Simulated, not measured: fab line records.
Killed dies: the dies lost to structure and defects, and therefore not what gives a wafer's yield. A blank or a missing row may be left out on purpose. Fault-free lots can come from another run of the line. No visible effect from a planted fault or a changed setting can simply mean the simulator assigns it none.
Matching of chambers || flow nand_harc || rie_diel-12 running NHARC_A_STAIRCASE_ETCH_169: 4 sister chambers
The step etches the open film in CH3F/O2, target depth 50 nm, time 107.1 s. 8 wafers are shown with their chamber, then 7 later ones without.

== EACH WAFER AND ITS CHAMBER ==
{"wafer": "L077.1", "chamber": 1, "drypump_motor_current_A (A)": 5.4, "oes_product_au (a.u.)": 0.979}
{"wafer": "L077.2", "chamber": 2, "drypump_motor_current_A (A)": 5.1, "oes_product_au (a.u.)": 0.942}
{"wafer": "L077.6", "chamber": 3, "drypump_motor_current_A (A)": 6.1, "oes_product_au (a.u.)": 0.953}
{"wafer": "L080.4", "chamber": 0, "drypump_motor_current_A (A)": 6.2, "oes_product_au (a.u.)": 0.941}
{"wafer": "L080.5", "chamber": 0, "drypump_motor_current_A (A)": 6.2, "oes_product_au (a.u.)": 0.952}
{"wafer": "L080.6", "chamber": 3, "drypump_motor_current_A (A)": 6.2, "oes_product_au (a.u.)": 0.955}
{"wafer": "L089.4", "chamber": 1, "drypump_motor_current_A (A)": 5.4, "oes_product_au (a.u.)": 0.992}
{"wafer": "L089.5", "chamber": 2, "drypump_motor_current_A (A)": 5.1, "oes_product_au (a.u.)": 0.966}

== WAFERS MISSING THEIR CHAMBER ==
{"wafer": "L089.6", "drypump_motor_current_A (A)": 5.4, "oes_product_au (a.u.)": 0.989}
{"wafer": "L091.1", "drypump_motor_current_A (A)": 6.2, "oes_product_au (a.u.)": 0.942}
{"wafer": "L091.4", "drypump_motor_current_A (A)": 6.1, "oes_product_au (a.u.)": 0.940}
{"wafer": "L091.5", "drypump_motor_current_A (A)": 6.2, "oes_product_au (a.u.)": 0.943}
{"wafer": "L093.2", "drypump_motor_current_A (A)": 6.2, "oes_product_au (a.u.)": 0.948}
{"wafer": "L093.4", "drypump_motor_current_A (A)": 5.1, "oes_product_au (a.u.)": 0.972}
{"wafer": "L093.5", "drypump_motor_current_A (A)": 5.4, "oes_product_au (a.u.)": 0.983}

== WHICH CHAMBER EACH ONE RAN IN ==
{"wafer": "L089.6", "from the rows above": 1, "in truth": 1}
{"wafer": "L091.1", "from the rows above": "can't be placed: 0 or 3", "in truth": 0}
{"wafer": "L091.4", "from the rows above": "can't be placed: 3 or 0", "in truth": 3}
{"wafer": "L091.5", "from the rows above": "can't be placed: 0 or 3", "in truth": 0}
{"wafer": "L093.2", "from the rows above": "can't be placed: 0 or 3", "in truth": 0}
{"wafer": "L093.4", "from the rows above": 2, "in truth": 2}
{"wafer": "L093.5", "from the rows above": 1, "in truth": 1}
Placed correctly: 3 of 7. From these rows, 4 cannot be placed; in 4 the true chamber is one of the candidates. 0 placed wrongly.
How it was worked out, from the rows above alone: a wafer's distance from a chamber is the root of the sum, over the readings, of the square of ((its reading less the chamber's mean) divided by the reading's scatter). The wafer belongs to the nearest chamber; if the next one is less than 2 further off, it can't be placed. The mean given for a chamber averages the wafers shown for that chamber. The scatter: the root of (the sum of the squares of (reading less its chamber's mean) over the shown wafers, divided by (wafers less chambers)).
